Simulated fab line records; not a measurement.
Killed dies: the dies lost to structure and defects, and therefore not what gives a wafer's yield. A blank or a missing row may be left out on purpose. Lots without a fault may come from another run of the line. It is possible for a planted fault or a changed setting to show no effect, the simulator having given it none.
Chamber matching || flow n5 finfet || 4 sister chambers for N5_HKMG_FIN_PWFM_ALD_03 on ald metal-03
The step deposits TiN, target thk 2 nm, pulse time 1 s, purge time 3 s. 8 wafers are shown with their chamber, then 8 later ones without.

## WAFERS, EACH WITH ITS CHAMBER
{"wafer": "L078.1", "chamber": 0, "heater power w (W)": 888, "precursor pulse height rel": 0.975}
{"wafer": "L082.4", "chamber": 2, "heater power w (W)": 959, "precursor pulse height rel": 1.020}
{"wafer": "L082.5", "chamber": 3, "heater power w (W)": 918, "precursor pulse height rel": 1.020}
{"wafer": "L082.6", "chamber": 1, "heater power w (W)": 915, "precursor pulse height rel": 0.988}
{"wafer": "L086.2", "chamber": 0, "heater power w (W)": 898, "precursor pulse height rel": 0.988}
{"wafer": "L086.4", "chamber": 1, "heater power w (W)": 926, "precursor pulse height rel": 0.991}
{"wafer": "L086.6", "chamber": 2, "heater power w (W)": 948, "precursor pulse height rel": 1.029}
{"wafer": "L087.2", "chamber": 3, "heater power w (W)": 907, "precursor pulse height rel": 0.923}

## WAFERS WHOSE CHAMBER IS MISSING
{"wafer": "L087.5", "heater power w (W)": 925, "precursor pulse height rel": 0.985}
{"wafer": "L087.6", "heater power w (W)": 907, "precursor pulse height rel": 0.995}
{"wafer": "L091.2", "heater power w (W)": 896, "precursor pulse height rel": 1.007}
{"wafer": "L091.4", "heater power w (W)": 879, "precursor pulse height rel": 0.992}
{"wafer": "L091.6", "heater power w (W)": 911, "precursor pulse height rel": 0.993}
{"wafer": "L094.2", "heater power w (W)": 954, "precursor pulse height rel": 1.000}
{"wafer": "L094.3", "heater power w (W)": 933, "precursor pulse height rel": 1.006}
{"wafer": "L094.5", "heater power w (W)": 948, "precursor pulse height rel": 0.992}

## EACH ONE'S CHAMBER
{"wafer": "L087.5", "from the rows above": "can't be placed: 1 or 3", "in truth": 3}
{"wafer": "L087.6", "from the rows above": "can't be placed: 3 or 1 or 0", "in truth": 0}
{"wafer": "L091.2", "from the rows above": "can't be placed: 0 or 3", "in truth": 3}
{"wafer": "L091.4", "from the rows above": 0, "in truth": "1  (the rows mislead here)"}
{"wafer": "L091.6", "from the rows above": "can't be placed: 3 or 1 or 0", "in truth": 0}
{"wafer": "L094.2", "from the rows above": 2, "in truth": 2}
{"wafer": "L094.3", "from the rows above": "can't be placed: 1 or 2 or 3", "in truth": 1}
{"wafer": "L094.5", "from the rows above": 2, "in truth": 2}
Placed correctly: 2 of 8. Unplaceable from these rows: 5, with the true chamber sitting among the candidates in 5. 1 placed wrongly.
How it was worked out, from the rows above alone: a wafer's distance from a chamber is the root of the sum, over the readings, of the square of ((its reading less the chamber's mean) divided by the reading's scatter). The wafer belongs to the nearest chamber; if the next one is less than 2 further off, it can't be placed. Each chamber's mean is taken over the wafers shown for it. The scatter is the square root of a quotient: the sum, over the shown wafers, of each reading's squared deviation from its chamber's mean, divided by wafers minus chambers.
